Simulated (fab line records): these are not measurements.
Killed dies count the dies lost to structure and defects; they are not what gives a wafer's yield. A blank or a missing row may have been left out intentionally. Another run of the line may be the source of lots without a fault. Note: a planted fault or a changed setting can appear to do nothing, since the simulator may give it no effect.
Matching of chambers :: flow nand harc :: ald hk-04 running NHARC_A_WL_FILL_ALD_10: 4 sister chambers
The step deposits SiO2, target thk 50 nm, pulse time 10 s, ald cycles 500. 18 wafers are shown with their chamber, then 9 later ones without.

## WAFERS, EACH WITH ITS CHAMBER
wafer: L074.2
chamber: 1
heater power w (W): 488
precursor pulse height rel: 1.018

wafer: L074.1
chamber: 0
heater power w (W): 473
precursor pulse height rel: 0.997

wafer: L074.3
chamber: 3
heater power w (W): 426
precursor pulse height rel: 0.988

wafer: L077.2
chamber: 0
heater power w (W): 475
precursor pulse height rel: 1.023

wafer: L077.4
chamber: 3
heater power w (W): 431
precursor pulse height rel: 1.012

wafer: L077.6
chamber: 3
heater power w (W): 433
precursor pulse height rel: 1.063

wafer: L080.1
chamber: 1
heater power w (W): 476
precursor pulse height rel: 0.968

wafer: L080.2
chamber: 0
heater power w (W): 473
precursor pulse height rel: 0.990

wafer: L080.6
chamber: 1
heater power w (W): 464
precursor pulse height rel: 1.010

wafer: L082.1
chamber: 3
heater power w (W): 441
precursor pulse height rel: 1.003

wafer: L082.2
chamber: 0
heater power w (W): 466
precursor pulse height rel: 0.989

wafer: L082.3
chamber: 1
heater power w (W): 475
precursor pulse height rel: 0.982

wafer: L084.3
chamber: 3
heater power w (W): 433
precursor pulse height rel: 0.986

wafer: L084.2
chamber: 2
heater power w (W): 545
precursor pulse height rel: 1.015

wafer: L084.6
chamber: 3
heater power w (W): 444
precursor pulse height rel: 0.993

wafer: L086.2
chamber: 1
heater power w (W): 472
precursor pulse height rel: 0.977

wafer: L086.1
chamber: 3
heater power w (W): 442
precursor pulse height rel: 1.005

wafer: L086.5
chamber: 1
heater power w (W): 477
precursor pulse height rel: 1.028

SIGNATURES (averages over the wafers above)
reading: heater power w
chamber 0: 471.75
chamber 1: 475.33
chamber 2: 545.00
chamber 3: 435.71
scatter within a chamber: 6.64

reading: precursor pulse height rel
chamber 0: 0.99975
chamber 1: 0.99717
chamber 2: 1.01500
chamber 3: 1.00714
scatter within a chamber: 0.0239
Rule: distance of a wafer from a chamber = root of the sum over the readings of ((wafer's reading minus chamber's mean) / reading's scatter) squared. The wafer belongs to the nearest chamber; if the next one is less than 2 further off, it can't be placed. The scatter: take each reading less its chamber's mean, square it, sum over the shown wafers, divide by the number of wafers less the number of chambers, and take the root.

## WAFERS WITH NO CHAMBER GIVEN
wafer: L088.2
heater power w (W): 485
precursor pulse height rel: 0.998

wafer: L088.4
heater power w (W): 535
precursor pulse height rel: 0.988

wafer: L088.5
heater power w (W): 446
precursor pulse height rel: 1.000

wafer: L090.1
heater power w (W): 445
precursor pulse height rel: 0.997

wafer: L090.3
heater power w (W): 440
precursor pulse height rel: 0.990

wafer: L090.6
heater power w (W): 453
precursor pulse height rel: 1.005

wafer: L092.2
heater power w (W): 494
precursor pulse height rel: 0.998

wafer: L092.3
heater power w (W): 544
precursor pulse height rel: 1.007

wafer: L092.4
heater power w (W): 454
precursor pulse height rel: 0.998

## WHICH CHAMBER EACH ONE RAN IN
wafer: L088.2
from the rows above: can't be placed: 1 or 0
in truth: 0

wafer: L088.4
from the rows above: 2
in truth: 2

wafer: L088.5
from the rows above: 3
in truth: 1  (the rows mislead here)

wafer: L090.1
from the rows above: 3
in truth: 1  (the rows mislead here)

wafer: L090.3
from the rows above: 3
in truth: 3

wafer: L090.6
from the rows above: can't be placed: 3 or 0 or 1
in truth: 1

wafer: L092.2
from the rows above: can't be placed: 1 or 0
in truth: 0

wafer: L092.3
from the rows above: 2
in truth: 2

wafer: L092.4
from the rows above: can't be placed: 0 or 3 or 1
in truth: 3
3 of 9 placed correctly. Cannot be placed on the basis of these rows: 4; the candidates contain the true chamber in 4. 2 placed wrongly.
